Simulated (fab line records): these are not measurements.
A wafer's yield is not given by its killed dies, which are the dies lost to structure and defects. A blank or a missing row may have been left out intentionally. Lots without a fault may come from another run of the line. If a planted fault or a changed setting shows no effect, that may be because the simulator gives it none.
fab line records -- flow nand_harc -- part 1 of 2: steps 1 to 24 of 31
[record] lots = 5, wafers = 15, last_day = 34
route steps=1302 shown A_CONTACT@1027
lots with no fault: from the same line, run without faults
start_h: hours from the record's opening day to when the first of the lot's shown wafers began -- wait_h: hours elapsed since this lot's preceding step -- " unchanged from the row above -- L1.1+2: a row that stands for several wafers -- - either no value or no given start -- * or withheld: withheld -- < > ~ a bound
route shown NAME@n: names a module that has steps shown in the file, with the first one's number in the route -- usual: mean and standard deviation over wafers with no fault -- same: alike in all rows -- chamber/n: place in a boat -- sites: readings site by site -- _std_site: standard deviation of those values -- _edge_site: the outer-site mean with the inner-site mean subtracted -- radius_mm: how far each site lies from the wafer's centre -- mask NAME#n: copy n -- behind: the most recent tool/chamber to have shaped the wafer -- hold: why the lot went on hold/how many hours it stayed there/how the hold came to an end -- device: which transistor (n, p or np) failed to switch -- end of line: at the end of the route, the tests of the same wafers -- a step without rows: its recipe alone -- killed: at the first sort, the dies lost to defects and structure; wafer yield is something else -- map: shows each die of a wafer: x if killed, . if not, _ if none is there
set.NAME: setting as actually run; set.NAME@STEP: the setting as run at that earlier step -- model.NAME: the simulator's own value behind a step, which no gauge read
certain route steps with their lots: each step a table, each wafer a row
services: when a tool's chamber went out of use (start_h, in hours from the record's first day, below 0 if earlier), for how many hours, and the reason
[[steps]]
[step NHARC_A_CONTACT_DEP_57]
[recipe] target_thk_a = 53000, temp_c = 400, material = aC
[usual] susceptor_temp_C = 400.00/0.25, throttle_valve_pct = 35.000/0.009
lot.wafer,tool,chamber,start_h,wait_h,susceptor_temp_C,throttle_valve_pct
L079.3,acl_dep-01,0,552.71,-,400.28,34.998
L079.4,acl_dep-01,0,552.71,-,399.86,34.992
L079.5,acl_dep-01,0,552.71,-,400.30,34.998
L080.1,acl_dep-02,0,562.67,-,399.91,35.004
L080.2,acl_dep-02,0,562.67,-,400.31,35.010
L080.4,acl_dep-02,0,564.27,-,400.47,34.998
L088.2,acl_dep-03,0,644.23,-,399.79,34.991
L088.3,acl_dep-03,0,644.23,-,399.93,34.993
L088.4,acl_dep-03,0,644.23,-,400.01,35.008
L095.4,acl_dep-02,0,705.39,-,399.89,34.995
L095.5,acl_dep-02,0,705.39,-,399.46,35.002
L095.6,acl_dep-02,0,705.39,-,399.43,35.006
L097.1,acl_dep-02,0,739.54,-,399.79,34.988
L097.3,acl_dep-02,0,740.62,-,399.58,35.014
L097.5,acl_dep-02,0,741.71,-,399.69,34.984
[step NHARC_A_CONTACT_DEP_58]
[recipe] target_thk_a = 900, target_thk_nm = 90, temp_c = 400, pressure_torr = 3.5, flow_sccm = 200, rf_w = 350, material = SiON
[usual] heater_power_w = 785/120, susceptor_temp_C = 399.96/0.2
lot.wafer,tool,chamber,start_h,wait_h,heater_power_w,since_wet_clean_h,susceptor_temp_C
L079.3,pecvd-04,0,554.88,1.6,704,87,399.71
L079.4,pecvd-04,0,554.88,1.6,721,-,400.24
L079.5,pecvd-04,1,554.88,1.6,889,-,399.70
L080.2,pecvd-01,0,565.90,2.2,592,61,399.96
L080.1,pecvd-01,1,565.90,2.2,722,61,399.87
L080.4,pecvd-01,1,565.90,2.2,728,-,399.66
L088.2,pecvd-01,0,646.95,2.2,662,142,400.10
L088.3,pecvd-01,1,646.95,2.2,849,142,399.93
L088.4,pecvd-01,0,646.95,2.2,656,-,400.14
L095.4,pecvd-03,1,707.12,1.2,793,-,400.09
L095.6,pecvd-03,2,707.12,1.2,828,-,400.02
L095.5,pecvd-03,0,707.12,1.2,700,-,399.93
L097.3,pecvd-04,0,742.84,1.7,890,94,399.95
L097.1,pecvd-04,1,742.84,1.7,987,94,399.65
L097.5,pecvd-04,2,742.84,1.7,604,-,400.44
[step NHARC_A_CONTACT_DEHYDRATE_59]
[recipe] temp_c = 150, time_s = 120
lot.wafer,tool,chamber,start_h,wait_h
L079.3+4+5,litho_track-06,0,555.15,0.2
L080.1+2+4,litho_track-06,0,566.17,0.2
L088.2+3+4,litho_track-06,0,647.22,0.2
L095.4+5+6,litho_track-04,0,707.30,0.2
L097.1+3+5,litho_track-04,0,743.08,0.2
[step NHARC_A_CONTACT_HMDS_60]
[recipe] time_s = 30
lot.wafer,tool,chamber,start_h,wait_h
L079.3+4+5,litho_track-06,0,-,-
L080.1+2+4,litho_track-06,0,-,-
L088.2+3+4,litho_track-06,0,-,-
L095.4+5+6,litho_track-04,0,-,-
L097.1+3+5,litho_track-04,0,-,-
[step NHARC_A_CONTACT_COAT_61]
[recipe] temp_c = 260, time_s = 75
lot.wafer,tool,chamber,start_h,wait_h
L079.3+4+5,litho_track-06,0,-,-
L080.1+2+4,litho_track-06,0,-,-
L088.2+3+4,litho_track-06,0,-,-
L095.4+5+6,litho_track-04,0,-,-
L097.1+3+5,litho_track-04,0,-,-
[step NHARC_A_CONTACT_COAT_62]
[recipe] temp_c = 225, time_s = 65
lot.wafer,tool,chamber,start_h,wait_h
L079.3+4+5,litho_track-06,0,-,-
L080.1+2+4,litho_track-06,0,-,-
L088.2+3+4,litho_track-06,0,-,-
L095.4+5+6,litho_track-04,0,-,-
L097.1+3+5,litho_track-04,0,-,-
[step NHARC_A_CONTACT_COAT_63]
[recipe] spin_rpm = 1500, resist_thk_nm = 90
lot.wafer,tool,chamber,start_h,wait_h
L079.3+4+5,litho_track-06,0,-,-
L080.1+2+4,litho_track-06,0,-,-
L088.2+3+4,litho_track-06,0,-,-
L095.4+5+6,litho_track-04,0,-,-
L097.1+3+5,litho_track-04,0,-,-
[step NHARC_A_CONTACT_SOFTBAKE_64]
[recipe] temp_c = 105, time_s = 55
lot.wafer,tool,chamber,start_h,wait_h
L079.3+4+5,litho_track-06,0,-,-
L080.1+2+4,litho_track-06,0,-,-
L088.2+3+4,litho_track-06,0,-,-
L095.4+5+6,litho_track-04,0,-,-
L097.1+3+5,litho_track-04,0,-,-
[step NHARC_A_CONTACT_EBR_65]
lot.wafer,tool,chamber,start_h,wait_h
L079.3+4+5,litho_track-06,0,-,-
L080.1+2+4,litho_track-06,0,-,-
L088.2+3+4,litho_track-06,0,-,-
L095.4+5+6,litho_track-04,0,-,-
L097.1+3+5,litho_track-04,0,-,-
[step NHARC_A_CONTACT_EXPOSE_66]
[recipe] na = 1.35, sigma_outer = 0.8, dose_mj = 59.02, mask_id = A_CC_2
lot.wafer,tool,chamber,start_h,wait_h,mask
L079.3+4+5,arfi_scanner-01,0,555.47,-,A_CC_2#0
L080.1+2+4,arfi_scanner-01,0,566.36,-,A_CC_2#0
L088.2+3+4,arfi_scanner-01,0,647.54,-,A_CC_2#0
L095.4+5+6,arfi_scanner-02,0,707.50,-,A_CC_2#0
L097.1+3+5,arfi_scanner-03,0,743.39,-,A_CC_2#0
[step NHARC_A_CONTACT_PEB_67]
[recipe] peb_temp_c = 100, peb_time_s = 65
lot.wafer,tool,chamber,start_h,wait_h
L079.3+4+5,litho_track-01,0,555.52,0.0
L080.1+2+4,litho_track-01,0,566.42,0.1
L088.2+3+4,litho_track-01,0,647.59,0.1
L095.4+5+6,litho_track-01,0,707.55,0.0
L097.1+3+5,litho_track-06,0,743.45,0.1
[step NHARC_A_CONTACT_DEVELOP_68]
[recipe] develop_time_s = 35, dev_temp_c = 23
lot.wafer,tool,chamber,start_h,wait_h
L079.3+4+5,litho_track-01,0,-,-
L080.1+2+4,litho_track-01,0,-,-
L088.2+3+4,litho_track-01,0,-,-
L095.4+5+6,litho_track-01,0,-,-
L097.1+3+5,litho_track-06,0,-,-
[step NHARC_A_CONTACT_CD_MEAS_69]
[recipe] target_cd_nm = 300, landing_energy_ev = 500
[usual] cd_nm = 300.0/0.39
lot.wafer,tool,chamber,start_h,wait_h,cd_nm
L079.3,cd_sem-03,0,555.61,-,299.8
L079.4,cd_sem-03,0,555.61,-,299.2
L079.5,cd_sem-03,0,555.61,-,300.4
L080.1,cd_sem-01,0,566.49,-,300.5
L080.2,cd_sem-01,0,566.49,-,299.4
L080.4,cd_sem-01,0,566.49,-,300.0
L088.2,cd_sem-02,0,647.67,-,299.8
L088.3,cd_sem-02,0,647.67,-,299.4
L088.4,cd_sem-02,0,647.67,-,299.5
L095.4,cd_sem-03,0,707.64,-,300.0
L095.5,cd_sem-03,0,707.64,-,299.4
L095.6,cd_sem-03,0,707.64,-,299.7
L097.1,cd_sem-02,0,743.53,-,299.8
L097.3,cd_sem-02,0,743.53,-,299.6
L097.5,cd_sem-02,0,743.53,-,299.2
[step NHARC_A_CONTACT_OVL_MEAS_70]
[usual] overlay_x_nm = -0.1/0.74, overlay_y_nm = -0.1/1
lot.wafer,tool,chamber,start_h,wait_h,overlay_x_nm,overlay_y_nm
L079.3,overlay-01,-,555.69,-,0.1,1.3
L079.4,overlay-01,-,555.69,-,0.6,1.0
L079.5,overlay-01,-,555.69,-,0.4,1.0
L080.1,overlay-01,-,566.58,-,-0.9,0.2
L080.2,overlay-01,-,566.58,-,-0.3,0.2
L080.4,overlay-01,-,566.58,-,-0.6,0.1
L088.2,overlay-01,-,647.76,-,-0.3,-1.6
L088.3,overlay-01,-,647.76,-,-0.7,-1.7
L088.4,overlay-01,-,647.76,-,-0.1,-1.9
L095.4,overlay-01,-,707.72,-,-0.4,-1.6
L095.5,overlay-01,-,707.72,-,-1.0,-1.4
L095.6,overlay-01,-,707.72,-,-0.9,-1.5
L097.1,overlay-01,-,743.62,-,1.1,-0.3
L097.3,overlay-01,-,743.62,-,1.6,-0.6
L097.5,overlay-01,-,743.62,-,1.0,0.3
[step NHARC_A_CONTACT_INSPECT_71]
[usual] raw_defect_count = 79/43
lot.wafer,tool,chamber,start_h,wait_h,raw_defect_count
L079.3,defect_inspect-02,-,555.73,0.0,21
L079.4,defect_inspect-02,-,555.73,0.0,28
L079.5,defect_inspect-02,-,555.73,0.0,15
L080.1,defect_inspect-02,-,566.62,0.0,20
L080.2,defect_inspect-02,-,566.62,0.0,27
L080.4,defect_inspect-02,-,566.62,0.0,22
L088.2,defect_inspect-02,-,647.79,0.0,26
L088.3,defect_inspect-02,-,647.79,0.0,31
L088.4,defect_inspect-02,-,647.79,0.0,24
L095.4,defect_inspect-01,-,707.76,0.0,69
L095.5,defect_inspect-01,-,707.76,0.0,66
L095.6,defect_inspect-01,-,707.76,0.0,82
L097.1,defect_inspect-01,-,743.66,0.0,71
L097.3,defect_inspect-01,-,743.66,0.0,56
L097.5,defect_inspect-01,-,743.66,0.0,66
[step NHARC_A_CONTACT_DESCUM_74]
[recipe] time_s = 3, o2_flow_sccm = 200, ar_flow_sccm = 0, bias_power_w = 0, chemistry = O2
[usual] drypump_motor_current_A = 5.8/0.56, oes_product_au = 0.999/0.0068, rf_vpp_V = 57.9/0.98, showerhead_plenum_p_Torr = 1.92/0.12, throttle_valve_pct = 11.310/0.009
lot.wafer,tool,chamber,start_h,wait_h,drypump_motor_current_A,oes_product_au,rf_hours_counter_h,rf_vpp_V,showerhead_plenum_p_Torr,throttle_valve_pct
L079.3,rie_diel-08,1,555.79,0.1,6.0,1.005,0,58.3,2.06,11.299
L079.4,rie_diel-08,2,555.79,0.1,5.2,1.002,0,57.9,1.81,11.318
L079.5,rie_diel-08,2,555.79,0.1,5.3,0.998,-,58.2,1.81,11.312
L080.2,rie_diel-03,3,566.68,0.1,6.2,0.994,15,57.3,1.90,11.306
L080.1,rie_diel-03,1,566.68,0.1,6.7,0.990,17,56.9,1.80,11.332
L080.4,rie_diel-03,2,566.68,0.1,6.0,0.990,16,58.0,1.76,11.320
L088.3,rie_diel-08,0,647.86,0.1,5.4,0.985,26,58.1,1.79,11.308
L088.4,rie_diel-08,2,647.86,0.1,5.2,1.003,31,56.8,1.80,11.311
L088.2,rie_diel-08,3,647.86,0.1,5.2,0.994,29,56.7,1.89,11.310
L095.4,rie_diel-03,1,707.84,0.1,6.7,0.995,10,56.1,1.79,11.302
L095.6,rie_diel-03,2,707.84,0.1,6.1,0.997,-,57.8,2.07,11.304
L095.5,rie_diel-03,3,707.84,0.1,6.2,0.998,-,58.7,1.89,11.301
L097.3,rie_diel-03,3,743.73,0.1,6.2,0.995,13,56.2,1.89,11.309
L097.1,rie_diel-03,0,743.73,0.1,5.1,0.998,14,59.5,2.06,11.300
L097.5,rie_diel-03,2,743.73,0.1,6.0,0.992,-,58.4,2.07,11.300
[step NHARC_A_CONTACT_ETCH_75]
[recipe] target_depth_a = 390, over_etch_frac = 0.3, time_s = 65, ion_energy_ev = 80, cf4_flow_sccm = 150, ar_flow_sccm = 0, rf_w = 300, bias_w = 100, chemistry = CF4
[usual] drypump_motor_current_A = 5.9/0.56, oes_product_au = 1.000/0.0066, rf_vpp_V = 151.3/1.6, showerhead_plenum_p_Torr = 1.77/0.1, throttle_valve_pct = 13.285/0.0088
lot.wafer,tool,chamber,start_h,wait_h,drypump_motor_current_A,oes_product_au,rf_hours_counter_h,rf_vpp_V,showerhead_plenum_p_Torr,throttle_valve_pct
L079.4,rie_diel-08,1,555.87,0.1,6.0,1.015,0,154.3,1.89,13.289
L079.3,rie_diel-08,0,555.87,0.1,5.4,0.994,0,149.3,1.67,13.279
L079.5,rie_diel-08,2,555.87,0.1,5.2,0.990,-,151.5,1.68,13.283
L080.4,rie_diel-03,0,566.77,0.1,5.1,1.002,17,151.9,1.90,13.279
L080.2,rie_diel-03,1,566.77,0.1,6.7,0.994,17,149.1,1.67,13.276
L080.1,rie_diel-03,2,566.77,0.1,6.1,0.994,16,148.9,1.64,13.286
L088.3,rie_diel-08,3,647.94,0.1,5.2,0.996,29,151.1,1.75,13.281
L088.2,rie_diel-08,1,647.94,0.1,6.0,0.997,29,151.6,1.88,13.290
L088.4,rie_diel-08,2,647.94,0.1,5.3,0.992,31,150.7,1.67,13.281
L095.4,rie_diel-03,3,707.90,0.1,6.2,1.002,9,151.6,1.75,13.269
L095.6,rie_diel-03,2,707.90,0.1,6.0,1.001,-,151.5,1.91,13.295
L095.5,rie_diel-03,3,707.90,0.1,6.2,0.990,-,151.6,1.75,13.276
L097.1,rie_diel-03,3,743.80,0.1,6.2,1.000,13,150.7,1.75,13.276
L097.3,rie_diel-03,0,743.80,0.1,5.1,0.995,14,153.4,1.90,13.292
L097.5,rie_diel-03,0,743.80,0.1,5.1,0.998,-,152.7,1.90,13.287
[step NHARC_A_CONTACT_ETCH_76]
[recipe] target_depth_a = 2600, over_etch_frac = 0.3, time_s = 475.3, ion_energy_ev = 200, n2_flow_sccm = 150, h2_flow_sccm = 150, ar_flow_sccm = 0, rf_w = 400, bias_w = 150, chemistry = N2/H2
[usual] drypump_motor_current_A = 5.9/0.56, oes_product_au = 0.999/0.0069, rf_vpp_V = 431/3.7, showerhead_plenum_p_Torr = 2.05/0.13, throttle_valve_pct = 14.170/0.0093
lot.wafer,tool,chamber,start_h,wait_h,drypump_motor_current_A,oes_product_au,rf_hours_counter_h,rf_vpp_V,showerhead_plenum_p_Torr,throttle_valve_pct
L079.3,rie_diel-08,1,-,-,6.0,1.001,0,434,2.20,14.182
L079.4,rie_diel-08,3,-,-,5.2,0.997,0,431,2.03,14.157
L079.5,rie_diel-08,0,-,-,5.4,0.997,-,427,1.92,14.166
L080.2,rie_diel-03,0,-,-,5.1,0.987,17,434,2.21,14.158
L080.4,rie_diel-03,2,-,-,6.1,0.991,16,427,1.88,14.172
L080.1,rie_diel-03,3,-,-,6.2,1.002,15,432,2.02,14.157
L088.4,rie_diel-08,1,-,-,6.0,1.000,29,434,2.19,14.179
L088.2,rie_diel-08,2,-,-,5.2,0.992,32,426,1.91,14.182
L088.3,rie_diel-08,3,-,-,5.2,0.997,29,430,2.02,14.171
L095.4,rie_diel-03,3,-,-,6.2,1.004,9,430,2.02,14.161
L095.5,rie_diel-03,2,-,-,6.0,0.998,-,436,2.22,14.176
L095.6,rie_diel-03,3,-,-,6.2,0.994,-,429,2.02,14.165
L097.3,rie_diel-03,1,-,-,6.6,0.993,16,428,1.90,14.162
L097.1,rie_diel-03,2,-,-,6.0,0.998,16,436,2.21,14.160
L097.5,rie_diel-03,3,-,-,6.2,1.010,-,431,2.02,14.158
[step NHARC_A_CONTACT_ETCH_77]
[recipe] target_depth_a = 1089, time_s = 54.5, cf4_flow_sccm = 100, chf3_flow_sccm = 30, ar_flow_sccm = 0, rf_w = 500, bias_w = 200, chemistry = CF4/CHF3
[usual] drypump_motor_current_A = 5.8/0.57, oes_product_au = 0.935/0.017, rf_vpp_V = 371/3.2, showerhead_plenum_p_Torr = 1.58/0.092, throttle_valve_pct = 16.804/0.0096
lot.wafer,tool,chamber,start_h,wait_h,drypump_motor_current_A,oes_product_au,rf_hours_counter_h,rf_vpp_V,showerhead_plenum_p_Torr,throttle_valve_pct
L079.4,rie_diel-08,0,-,-,5.4,0.966,0,369,1.49,16.790
L079.3,rie_diel-08,2,-,-,5.2,0.968,0,369,1.49,16.819
L079.5,rie_diel-08,0,-,-,5.4,0.975,-,365,1.49,16.810
L080.1,rie_diel-03,1,-,-,6.7,0.935,17,368,1.48,16.801
L080.2,rie_diel-03,2,-,-,6.0,0.927,16,367,1.46,16.811
L080.4,rie_diel-03,0,-,-,5.1,0.941,18,374,1.70,16.822
L088.2,rie_diel-08,0,-,-,5.4,0.958,26,368,1.48,16.803
L088.3,rie_diel-08,1,-,-,6.0,0.969,29,375,1.68,16.805
L088.4,rie_diel-08,2,-,-,5.2,0.973,32,369,1.48,16.812
L095.4,rie_diel-03,3,-,-,6.2,0.926,9,369,1.56,16.824
L095.6,rie_diel-03,3,-,-,6.2,0.913,-,371,1.56,16.791
L095.5,rie_diel-03,0,-,-,5.1,0.921,-,373,1.69,16.819
L097.3,rie_diel-03,0,-,-,5.1,0.928,14,375,1.69,16.789
L097.1,rie_diel-03,3,-,-,6.2,0.922,14,371,1.56,16.808
L097.5,rie_diel-03,1,-,-,6.7,0.919,-,367,1.48,16.804
[step NHARC_A_CONTACT_ETCH_78]
[recipe] target_depth_a = 53000, over_etch_frac = 0.3, time_s = 1378, ion_energy_ev = 150, o2_flow_sccm = 400, cos_flow_sccm = 20, ar_flow_sccm = 0, rf_w = 500, bias_w = 300, chemistry = O2/COS
[usual] drypump_motor_current_A = 5.9/0.56, oes_product_au = 1.000/0.0068, rf_vpp_V = 314.1/2.8, showerhead_plenum_p_Torr = 3.12/0.18, throttle_valve_pct = 28.330/0.0077
lot.wafer,tool,chamber,start_h,wait_h,drypump_motor_current_A,oes_product_au,rf_hours_counter_h,rf_vpp_V,showerhead_plenum_p_Torr,throttle_valve_pct
L079.4,rie_diel-08,2,-,-,5.2,0.995,1,312.3,2.96,28.324
L079.3,rie_diel-08,0,-,-,5.4,0.996,1,311.4,2.95,28.336
L079.5,rie_diel-08,2,-,-,5.2,1.002,-,312.7,2.96,28.325
L080.4,rie_diel-03,0,-,-,5.1,0.997,18,316.3,3.36,28.319
L080.1,rie_diel-03,1,-,-,6.7,1.003,17,311.1,2.94,28.325
L080.2,rie_diel-03,2,-,-,6.0,0.998,17,309.6,2.89,28.320
L088.4,rie_diel-08,0,-,-,5.4,0.985,27,311.2,2.94,28.310
L088.3,rie_diel-08,2,-,-,5.2,0.986,32,310.2,2.94,28.316
L088.2,rie_diel-08,3,-,-,5.2,1.003,30,315.6,3.09,28.342
L095.4,rie_diel-03,2,-,-,6.0,0.997,10,316.5,3.37,28.330
L095.5,rie_diel-03,1,-,-,6.7,0.992,-,311.6,2.93,28.323
L095.6,rie_diel-03,2,-,-,6.0,0.995,-,318.0,3.37,28.340
L097.1,rie_diel-03,3,-,-,6.2,1.000,14,314.8,3.09,28.333
L097.3,rie_diel-03,0,-,-,5.1,1.006,14,317.2,3.35,28.338
L097.5,rie_diel-03,2,-,-,6.0,1.003,-,319.9,3.36,28.344
[step NHARC_A_CONTACT_ETCH_124]
[recipe] source_w = withheld, pressure_mtorr = 20, bias_v = withheld, time_s = 140, target_depth_a = 7000, ar_flow_sccm = withheld, c4f8_flow_sccm = withheld, o2_flow_sccm = withheld, chemistry = C4F8/O2/Ar
[usual] oes_air_line_au = 0.999/0.021
lot.wafer,tool,chamber,start_h,wait_h,oes_air_line_au,rf_hours_counter_h
L079.3,har_cap_etch-01,1,557.48,-,0.979,-
L079.4,har_cap_etch-01,0,557.48,-,1.014,-
L079.5,har_cap_etch-01,1,557.48,-,0.988,-
L080.1,har_cap_etch-02,1,568.22,-,0.994,95
L080.2,har_cap_etch-02,0,568.22,-,1.010,95
L080.4,har_cap_etch-02,1,568.22,-,1.023,-
L088.2,har_cap_etch-03,1,649.43,-,0.996,68
L088.4,har_cap_etch-03,0,649.43,-,1.028,-
L088.3,har_cap_etch-03,1,649.43,-,0.990,-
L095.4,har_cap_etch-03,0,709.42,-,1.025,-
L095.5,har_cap_etch-03,0,709.42,-,0.998,-
L095.6,har_cap_etch-03,1,709.42,-,1.008,-
L097.1,har_cap_etch-02,1,745.29,-,1.022,127
L097.3,har_cap_etch-02,1,745.29,-,1.007,-
L097.5,har_cap_etch-02,0,745.29,-,1.031,-
[step NHARC_A_CONTACT_ETCH_125]
[recipe] source_w = withheld, pressure_mtorr = 20, bias_v = 3000, time_s = 197, target_depth_a = 19180, ar_flow_sccm = withheld, c4f8_flow_sccm = withheld, o2_flow_sccm = withheld, chemistry = C4F8/O2/Ar
[usual] oes_air_line_au = 1.002/0.022
lot.wafer,tool,chamber,start_h,wait_h,oes_air_line_au,rf_hours_counter_h
L079.3,har_cap_etch-01,1,557.68,0.2,0.999,-
L079.4,har_cap_etch-01,0,557.68,0.2,1.001,-
L079.5,har_cap_etch-01,1,557.68,0.2,0.983,-
L080.1,har_cap_etch-02,1,568.48,0.2,0.989,95
L080.2,har_cap_etch-02,0,568.48,0.2,1.033,95
L080.4,har_cap_etch-02,1,568.48,0.2,0.993,-
L088.2,har_cap_etch-03,1,649.63,0.2,0.980,68
L088.4,har_cap_etch-03,0,649.63,0.2,1.011,-
L088.3,har_cap_etch-03,1,649.63,0.2,0.956,-
L095.4,har_cap_etch-03,0,709.61,0.2,1.037,-
L095.5,har_cap_etch-03,0,709.61,0.2,1.015,-
L095.6,har_cap_etch-03,1,709.61,0.2,1.024,-
L097.1,har_cap_etch-02,1,745.48,0.2,1.023,127
L097.3,har_cap_etch-02,1,745.48,0.2,1.010,-
L097.5,har_cap_etch-02,0,745.48,0.2,1.004,-
[step NHARC_A_CONTACT_ETCH_126]
[recipe] source_w = withheld, pressure_mtorr = 20, bias_v = 3000, time_s = 197, target_depth_a = 19180, ar_flow_sccm = withheld, c4f8_flow_sccm = withheld, o2_flow_sccm = withheld, chemistry = C4F8/O2/Ar
[usual] oes_air_line_au = 1.000/0.02
lot.wafer,tool,chamber,start_h,wait_h,oes_air_line_au,rf_hours_counter_h
L079.3,har_cap_etch-01,1,557.85,0.1,1.015,-
L079.4,har_cap_etch-01,0,557.85,0.1,0.965,-
L079.5,har_cap_etch-01,1,557.85,0.1,1.008,-
L080.1,har_cap_etch-02,1,568.72,0.2,1.018,95
L080.2,har_cap_etch-02,0,568.72,0.2,0.967,95
L080.4,har_cap_etch-02,1,568.72,0.2,1.028,-
L088.2,har_cap_etch-03,1,649.80,0.1,1.022,68
L088.4,har_cap_etch-03,0,649.80,0.1,0.970,-
L088.3,har_cap_etch-03,1,649.80,0.1,0.995,-
L095.4,har_cap_etch-03,0,709.79,0.1,1.010,-
L095.5,har_cap_etch-03,0,709.79,0.1,0.975,-
L095.6,har_cap_etch-03,1,709.79,0.1,1.043,-
L097.1,har_cap_etch-02,1,745.66,0.1,0.942,127
L097.3,har_cap_etch-02,1,745.66,0.1,0.986,-
L097.5,har_cap_etch-02,0,745.66,0.1,0.999,-
[step NHARC_A_CONTACT_ETCH_127]
[recipe] source_w = withheld, pressure_mtorr = 20, bias_v = 3000, time_s = 197, target_depth_a = 19180, ar_flow_sccm = withheld, c4f8_flow_sccm = withheld, o2_flow_sccm = withheld, chemistry = C4F8/O2/Ar
[usual] oes_air_line_au = 1.001/0.02
lot.wafer,tool,chamber,start_h,wait_h,oes_air_line_au,rf_hours_counter_h
L079.3,har_cap_etch-01,1,558.03,0.1,0.992,-
L079.4,har_cap_etch-01,0,558.03,0.1,0.997,-
L079.5,har_cap_etch-01,1,558.03,0.1,0.961,-
L080.1,har_cap_etch-02,1,568.95,0.2,0.998,95
L080.2,har_cap_etch-02,0,568.95,0.2,0.997,95
L080.4,har_cap_etch-02,1,568.95,0.2,1.006,-
L088.2,har_cap_etch-03,1,649.98,0.1,1.000,68
L088.4,har_cap_etch-03,0,649.98,0.1,0.982,-
L088.3,har_cap_etch-03,1,649.98,0.1,0.999,-
L095.4,har_cap_etch-03,0,709.96,0.1,0.980,-
L095.5,har_cap_etch-03,0,709.96,0.1,1.029,-
L095.6,har_cap_etch-03,1,709.96,0.1,1.009,-
L097.1,har_cap_etch-02,1,745.84,0.1,1.002,128
L097.3,har_cap_etch-02,1,745.84,0.1,0.967,-
L097.5,har_cap_etch-02,0,745.84,0.1,0.976,-
